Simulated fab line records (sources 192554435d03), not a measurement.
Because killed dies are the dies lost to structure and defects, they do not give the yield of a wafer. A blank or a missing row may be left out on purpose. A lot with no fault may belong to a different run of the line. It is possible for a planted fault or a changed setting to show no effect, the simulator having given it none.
Split-lot study | flow n5_finfet | 21 wafers read from 7 lots, route of 1938 steps

== THE SPLIT ==
At N5_SD_EPI_N_ETCH_16 (etches SiO2 in CHF3/O2, target depth 5 nm), the setting target_depth_a was moved away from the recipe's 50 angstrom on 7 of the 21 wafers read, by -10.8% to +11.6%. All remaining wafers had this setting at the recipe value.

The reading is taken at the split's own step.

== THE READING ==
etch.depth_nm (the simulator's own value, which no gauge read), in nm, at N5_SD_EPI_N_ETCH_16 (etches SiO2 in CHF3/O2, target depth 5 nm). The file gives no usual value for it. The 14 wafers here that ran the recipe average 5.001 nm, standard deviation 0.062 nm.

wafer  | tool, chamber at the split | target_depth_a as run, angstrom | against the recipe | etch.depth_nm, nm | against lot-mates on the recipe
L076.4 | rie_diel-06, 3             | 50                              | recipe             | 5.059             | -
L076.5 | rie_diel-06, 2             | 50                              | recipe             | 4.957             | -
L076.6 | rie_diel-06, 3             | 50                              | recipe             | 5.053             | -
L077.1 | rie_diel-05, 2             | 44.59                           | -10.8%             | 4.494             | -0.554
L077.2 | rie_diel-05, 0             | 44.59                           | -10.8%             | 4.597             | -0.451
L077.6 | rie_diel-05, 2             | 50                              | recipe             | 5.048             | -
L084.1 | rie_diel-05, 0             | 55.78                           | +11.6%             | 5.816             | +0.782
L084.2 | rie_diel-05, 2             | 50                              | recipe             | 5.034             | -
L084.3 | rie_diel-05, 1             | 55.78                           | +11.6%             | 5.654             | +0.620
L085.3 | rie_diel-02, 3             | 50                              | recipe             | 4.977             | -
L085.5 | rie_diel-02, 1             | 50                              | recipe             | 4.945             | -
L085.6 | rie_diel-02, 2             | 50                              | recipe             | 4.984             | -
L090.1 | rie_diel-06, 2             | 50                              | recipe             | 4.914             | -
L090.2 | rie_diel-06, 0             | 46.74                           | -6.5%              | 4.585             | -0.350
L090.4 | rie_diel-06, 1             | 50                              | recipe             | 4.956             | -
L093.3 | rie_diel-06, 1             | 50                              | recipe             | 4.994             | -
L093.5 | rie_diel-06, 2             | 52.64                           | +5.3%              | 5.191             | +0.191
L093.6 | rie_diel-06, 1             | 50                              | recipe             | 5.007             | -
L097.1 | rie_diel-05, 3             | 46.88                           | -6.2%              | 4.592             | -0.454
L097.2 | rie_diel-05, 0             | 50                              | recipe             | 5.156             | -
L097.5 | rie_diel-05, 2             | 50                              | recipe             | 4.935             | -

FIT RESULTS
A straight line over all 21 wafers: etch.depth_nm changes by +0.0543 nm for each +1% of target_depth_a; r = +0.96; the points scatter about the line by 0.087 nm.
The same after taking each lot's own level away (the mean of its wafers on the recipe; 21 wafers): +0.0544 nm for each +1%; r = +0.97; scatter 0.072 nm.
The reading moves by 0.63 nm for the largest change in target_depth_a, on that fit.
Measured against the standard deviation above, the lots' own levels, which go from 4.9350 to 5.0480 nm, span 1.8 times it.
Hence the lot-to-lot level has little effect on the slope; both slopes agree.
Check: +0.577 nm against its lot-mates is what the line predicts for one of the wafers moved furthest among these (+11.6%) when that wafer is left out of the fit. It came out at +0.782 nm against them.

== FURTHER SPLITS ON THESE WAFERS ==
Other splits were also applied to these wafers ahead of the reading. Each is held against what the fit with the lots' levels taken away leaves over:
other split on the same wafers | wafers away from the commonest value | r with etch.depth_nm (lot level and that fit taken away)
N5_SD_EPI_N_PEB_07 peb_time_s  | 6                                    | +0.20
N5_SD_EPI_N_ETCH_35 source_w   | 8                                    | -0.10

== FILE'S OWN FIT ==
etch.depth_nm changes by +0.0546 nm for each +1% of target_depth_a, r = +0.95.
